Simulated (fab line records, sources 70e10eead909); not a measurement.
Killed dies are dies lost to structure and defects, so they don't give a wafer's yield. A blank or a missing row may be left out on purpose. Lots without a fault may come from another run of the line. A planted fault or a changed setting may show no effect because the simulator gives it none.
Which tool did it? | flow nand_harc | 15 lots, 45 wafers sampled, at 4 steps of a route of 1159

WHAT THE GAUGES READ, wafer by wafer
NHARC_A_M0_CD_MEAS_09: target cd 80 nm.
lot  | measured     | on        | cd_nm (nm)
L127 | day 17 18:12 | cd_sem-03 | 80.6 80.0 80.0
L128 | day 17 18:38 | cd_sem-02 | 79.7 79.3 79.8
L129 | day 17 23:53 | cd_sem-01 | 79.9 80.3 79.1
L131 | day 18 04:39 | cd_sem-03 | 80.3 80.6 80.0
L136 | day 19 23:17 | cd_sem-01 | 101.2 101.5 100.8
L139 | day 20 05:56 | cd_sem-01 | 98.8 98.0 98.0
L140 | day 20 11:17 | cd_sem-02 | 97.4 96.9 97.5
L141 | day 21 14:35 | cd_sem-03 | 80.1 80.5 79.5
L142 | day 21 17:26 | cd_sem-01 | 79.4 78.9 79.0
L144 | day 22 01:17 | cd_sem-03 | 80.5 80.6 81.5
L146 | day 22 18:23 | cd_sem-03 | 80.5 80.8 80.4
L147 | day 22 23:19 | cd_sem-02 | 79.0 79.1 79.4
L145 | day 23 06:49 | cd_sem-02 | 79.8 80.5 79.7
L148 | day 23 08:46 | cd_sem-02 | 80.6 80.1 80.2
L149 | day 23 13:14 | cd_sem-03 | 79.9 80.2 79.3

WHICH TOOL RAN EACH LOT (tool, then ch and the chambers of the sampled wafers, then the start)
lot  | NHARC_A_BLC_ETCH_16                | NHARC_A_BLC_CVD_24                       | NHARC_A_M0_EXPOSE_06
L127 | rie_diel-12 ch 0,1,3, day 17 13:47 | cvd_w-02 ch 0, day 17 18:04 or earlier   | arfi_scanner-03 ch 0, day 17 18:04
L128 | rie_diel-01 ch 0,2, day 17 14:19   | cvd_w-02 ch 0,1, day 17 18:30 or earlier | arfi_scanner-02 ch 0, day 17 18:30
L129 | rie_diel-01 ch 1,2, day 17 17:34   | cvd_w-02 ch 0,1, day 17 23:45 or earlier | arfi_scanner-01 ch 0, day 17 23:45
L131 | rie_diel-01 ch 0,1,2, day 18 00:34 | cvd_w-02 ch 0,1, day 18 04:31 or earlier | arfi_scanner-01 ch 0, day 18 04:31
L136 | rie_diel-12 ch 2,3, day 19 15:52   | cvd_w-01 ch 0,1, day 19 23:09 or earlier | arfi_scanner-02 ch 0, day 19 23:09
L139 | rie_diel-12 ch 0,1, day 19 23:48   | cvd_w-01 ch 0,1, day 20 05:48 or earlier | arfi_scanner-02 ch 0, day 20 05:48
L140 | rie_diel-01 ch 1,3, day 20 06:00   | cvd_w-01 ch 0,1, day 20 11:09 or earlier | arfi_scanner-02 ch 0, day 20 11:09
L141 | rie_diel-01 ch 2,3, day 21 00:24   | cvd_w-02 ch 1, day 21 14:26 or earlier   | arfi_scanner-03 ch 0, day 21 14:26
L142 | rie_diel-01 ch 1,3, day 21 09:47   | cvd_w-01 ch 1, day 21 17:17 or earlier   | arfi_scanner-01 ch 0, day 21 17:17
L144 | rie_diel-02 ch 1,2,3, day 21 17:05 | cvd_w-02 ch 0,1, day 22 01:09 or earlier | arfi_scanner-03 ch 0, day 22 01:09
L146 | rie_diel-01 ch 0,2,3, day 22 14:10 | cvd_w-01 ch 0,1, day 22 18:14 or earlier | arfi_scanner-01 ch 0, day 22 18:14
L147 | rie_diel-01 ch 1,2,3, day 22 17:26 | cvd_w-01 ch 0,1, day 22 23:10 or earlier | arfi_scanner-01 ch 0, day 22 23:10
L145 | rie_diel-12 ch 0,1,3, day 23 00:02 | cvd_w-01 ch 0, day 23 06:40 or earlier   | arfi_scanner-03 ch 0, day 23 06:40
L148 | rie_diel-01 ch 0,2,3, day 23 01:39 | cvd_w-01 ch 0, day 23 08:38 or earlier   | arfi_scanner-01 ch 0, day 23 08:38
L149 | rie_diel-12 ch 1,3, day 23 09:02   | cvd_w-01 ch 0, day 23 13:05 or earlier   | arfi_scanner-03 ch 0, day 23 13:05
- NHARC_A_BLC_ETCH_16: etches the open film in CF4, target depth 39 nm, time 65 s.
- NHARC_A_BLC_CVD_24: deposits W, target thk 150 nm, time 434 s.
- NHARC_A_M0_EXPOSE_06: exposes mask A M0, target cd 80 nm.

WHAT THE TOOLS THEMSELVES READ (means of the sampled wafers that have a number; where no wafer has one, the mark that the record gives instead)
NHARC_A_BLC_ETCH_16.
lot  | tool        | drypump_motor_current_A (A) | oes_product_au (a.u.) | rf_vpp_V (V) | showerhead_plenum_p_Torr (Torr) | throttle_valve_pct (%)
L127 | rie_diel-12 | 5.4                         | 1.006                 | 152.1        | 1.81                            | 13.292
L128 | rie_diel-01 | 5.6                         | 0.995                 | 151.3        | 1.79                            | 13.285
L129 | rie_diel-01 | 6.2                         | 0.995                 | 152.2        | 1.87                            | 13.283
L131 | rie_diel-01 | 5.9                         | 0.998                 | 151.9        | 1.83                            | 13.285
L136 | rie_diel-12 | 5.2                         | 1.004                 | 151.5        | 1.74                            | 13.279
L139 | rie_diel-12 | 5.6                         | 1.006                 | 151.6        | 1.83                            | 13.293
L140 | rie_diel-01 | 5.8                         | 1.008                 | 151.0        | 1.75                            | 13.287
L141 | rie_diel-01 | 5.8                         | 1.000                 | 150.7        | 1.74                            | 13.290
L142 | rie_diel-01 | 6.0                         | 1.004                 | 151.3        | 1.81                            | 13.283
L144 | rie_diel-02 | 5.3                         | 1.004                 | 149.1        | 1.66                            | 13.279
L146 | rie_diel-01 | 5.7                         | 0.989                 | 150.9        | 1.76                            | 13.283
L147 | rie_diel-01 | 6.0                         | 1.002                 | 151.5        | 1.81                            | 13.282
L145 | rie_diel-12 | 5.4                         | 1.006                 | 152.3        | 1.80                            | 13.289
L148 | rie_diel-01 | 5.7                         | 1.000                 | 151.8        | 1.76                            | 13.273
L149 | rie_diel-12 | 5.1                         | 1.001                 | 150.8        | 1.79                            | 13.286

NHARC_A_BLC_CVD_24.
lot  | tool     | heater_power_w (W) | throttle_valve_pct (%)
L127 | cvd_w-02 | 442                | 7.77
L128 | cvd_w-02 | 439                | 7.67
L129 | cvd_w-02 | 433                | 7.77
L131 | cvd_w-02 | 444                | 7.57
L136 | cvd_w-01 | 490                | 8.10
L139 | cvd_w-01 | 493                | 8.12
L140 | cvd_w-01 | 488                | 8.07
L141 | cvd_w-02 | 436                | 7.86
L142 | cvd_w-01 | 463                | 8.18
L144 | cvd_w-02 | 431                | 7.92
L146 | cvd_w-01 | 469                | 8.11
L147 | cvd_w-01 | 474                | 8.07
L145 | cvd_w-01 | 479                | 8.00
L148 | cvd_w-01 | 479                | 8.27
L149 | cvd_w-01 | 483                | 8.27

NHARC_A_M0_EXPOSE_06.
lot  | tool            | exposure_dose_mJ_cm2
L127 | arfi_scanner-03 | 83.28
L128 | arfi_scanner-02 | 83.10
L129 | arfi_scanner-01 | 83.24
L131 | arfi_scanner-01 | 83.25
L136 | arfi_scanner-02 | 116.99
L139 | arfi_scanner-02 | 110.15
L140 | arfi_scanner-02 | 108.65
L141 | arfi_scanner-03 | 83.17
L142 | arfi_scanner-01 | 83.25
L144 | arfi_scanner-03 | 83.11
L146 | arfi_scanner-01 | 83.22
L147 | arfi_scanner-01 | 83.30
L145 | arfi_scanner-03 | 83.25
L148 | arfi_scanner-01 | 83.25
L149 | arfi_scanner-03 | 83.16

THE ANSWER, worked out from the rows above alone
Rule: what is usual is taken from the lots themselves. Put in order of their means at a reading, lots are off if they are a third of the lots or fewer, leave a main group of 4 or more, and stand apart from it by a gap of 3 or more times the standard deviation of the main group's means; of several such gaps the widest counts. A main group whose means are all the same, to the digits that the tables above print for the reading, isn't used. A lot without any number at a reading at which 4 lots or more have one is off too. The other lots that the step has rows for count as sound. The gauges are gone through in route order, then the tools' own readings, and for those a lot's mean is taken as printed above. The first step at which some lot is off is used, and at that step the reading that is off furthest; a lot without a number counts as furthest.
Off: L136, L139, L140, at NHARC_A_M0_CD_MEAS_09 (cd_nm). The main group: mean 80.0 nm, standard deviation 0.5.
A tool fits if, at a process step before that reading, it ran every lot that is off, and no sound lot after the first of them. The gauges at NHARC_A_M0_CD_MEAS_09 aren't tried: what is off there is off at NHARC_A_M0_EXPOSE_06 too, on other tools, and a gauge's error can't cause that. NHARC_A_BLC_CVD_24 gives no start for some lots, so the hours and the order of its lots are those of NHARC_A_M0_EXPOSE_06. One fits: arfi_scanner-02 at NHARC_A_M0_EXPOSE_06. Its last sound lot is L128 (day 17 18:30), its first lot that is off L136 (day 19 23:09): a fault that began between those two fits.
The tool's own readings at NHARC_A_M0_EXPOSE_06 bear it out: on the lots that are off they differ by more than 5 times the standard deviation of the sound lots' means. exposure_dose_mJ_cm2 reads 111.93 there against 83.22 on the sound lots.

WHAT THE SIMULATOR HAD PUT IN
Process parameter drift: arfi_scanner-02, from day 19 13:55 on, at NHARC_A_M0_EXPOSE_06. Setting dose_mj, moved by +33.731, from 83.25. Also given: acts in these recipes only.
Lots struck among those shown: L136, L139, L140. The rule above found the same.
